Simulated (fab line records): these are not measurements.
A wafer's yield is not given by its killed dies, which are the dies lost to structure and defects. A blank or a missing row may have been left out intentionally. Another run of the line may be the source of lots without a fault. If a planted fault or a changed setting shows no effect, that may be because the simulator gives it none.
Problem report, 8D (eight disciplines) form, completed by code + flow nand-harc + the parts of the form that need people (team, actions taken, sign-off) are left out

## 1. WHAT WENT WRONG
Wafers without a fault read 59, standard deviation 20; killed-at-array at NHARC_END_SORT_01 reads a mean of 674 on 6 wafers belonging to 2 lots. Measured from the usual mean, that is +31 standard deviations.
The first sign was on wafer L763.2 at day 29 07:23, on prober-01. The record has a number at this step for 10 wafers belonging to 4 lots. By rule, "out" or "out of limits" means more than 4 standard deviations away from the usual mean. All remaining wafers that have a number are taken as sound.

## 2. WHAT IT IS, AND WHAT IT ISN'T
| question                    | is                           | is not                                                                   |
|-----------------------------|------------------------------|--------------------------------------------------------------------------|
| which readings at this step | killed-at-array, killed-dies | killed-at-other, killed-at-periphery, killed-open, killed-short          |
| which lots                  | L763, L765                   | L770, L771                                                               |
| which wafers of those lots  | all that have a number       | -                                                                        |
| read on which gauges        | prober-01, prober-02         | -                                                                        |
| when                        | from day 29 07:23            | up to then (0 sound wafers); but 4 sound wafers of L770, L771 came after |

## 3. WHAT RULES OUT EACH SUSPECT
Counting: a tool at any process step up to the reading remains a suspect when it ran all the lots that are out and ran no sound lot after the first of those.
- the gauge at NHARC_END_SORT_01 is ruled out. The wafers that are out were read on 2 gauges (prober-01, prober-02).
- rie-diel-11 at NHARC_A_CHANNEL_HOLE_D1_STRIP_27 (strips in O2): ruled out as a lasting fault. Sound lots L770, L771 ran on it after its first lot that is out, L763 (day 14 15:02). NHARC_A_CHANNEL_HOLE_D1_STRIP_27: start missing for some lots; hours and lot order therefore follow NHARC_A_CHANNEL_FILL_D1_ETCHBACK_20.
- rie-diel-06 at NHARC_A_CHANNEL_FILL_D1_ETCHBACK_20 (etches the open film in C4F8/O2/Ar, target depth 27 nm, time 13.5 s): kept. It ran every lot that is out, first L763 (day 14 15:02), and no sound lot after that.
- rie-diel-06 at NHARC_A_CHANNEL_FILL_D1_STRIP_29 (strips in O2, time 20 s): ruled out as a lasting fault. Sound lots L770 ran on it after its first lot that is out, L763 (day 29 07:23). NHARC_A_CHANNEL_FILL_D1_STRIP_29: start missing for some lots; hours and lot order therefore follow NHARC_END_SORT_01.
Remaining after the count: rie-diel-06 at NHARC_A_CHANNEL_FILL_D1_ETCHBACK_20.

## 4. THE CAUSE (what the simulator had put in)
At NHARC_A_CHANNEL_FILL_D1_ETCHBACK_20, the step was skipped entirely on rie-diel-06 from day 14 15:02 on. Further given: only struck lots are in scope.
Only this tool survived the counting.

## 5. SEQUENCE OF EFFECTS, ordered by route
Rows list readings where the struck wafers' mean (over those with a number) sits beyond 3 standard deviations from the usual. Only readings for which the record gives a usual standard deviation are gone through. hours: the time from each lot's start at the first step in this table that gives one to its start at this step, as a median over the lots. sigmas: the change in usual standard deviations.
| hours | step              | reading         | usual | on struck wafers | change | sigmas |
|-------|-------------------|-----------------|-------|------------------|--------|--------|
| 0     | NHARC_END_SORT_01 | killed-at-array | 59    | 674              | +615   | +31    |
| 0     | NHARC_END_SORT_01 | killed-dies     | 63    | 677              | +614   | +31    |
Readings that are blank on the struck wafers while sound wafers have them: bias-w at NHARC_A_CHANNEL_FILL_D1_ETCHBACK_20; chamber-pressure-mTorr at NHARC_A_CHANNEL_FILL_D1_ETCHBACK_20; oes-product-au at NHARC_A_CHANNEL_FILL_D1_ETCHBACK_20; rf-vpp-V at NHARC_A_CHANNEL_FILL_D1_ETCHBACK_20.

## 6. HOW IT WOULD HAVE BEEN CAUGHT EARLIER
Counted from the fault's start at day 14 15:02, it took 352 hours until the first out-of-limits reading at a measuring or inspecting step in this record, taken at day 29 07:23.
At NHARC_A_CHANNEL_FILL_D1_ETCHBACK_20 the tool's readings are blank on the struck wafers, where sound wafers have them: an empty tool record is the first sign, and it was there at once.
The start of NHARC_A_CHANNEL_FILL_D1_ETCHBACK_20 on rie-diel-06 came by day 29 07:23 for every one of the lots that are out (2). Had the tool been put on hold then, not one of them would have been saved.
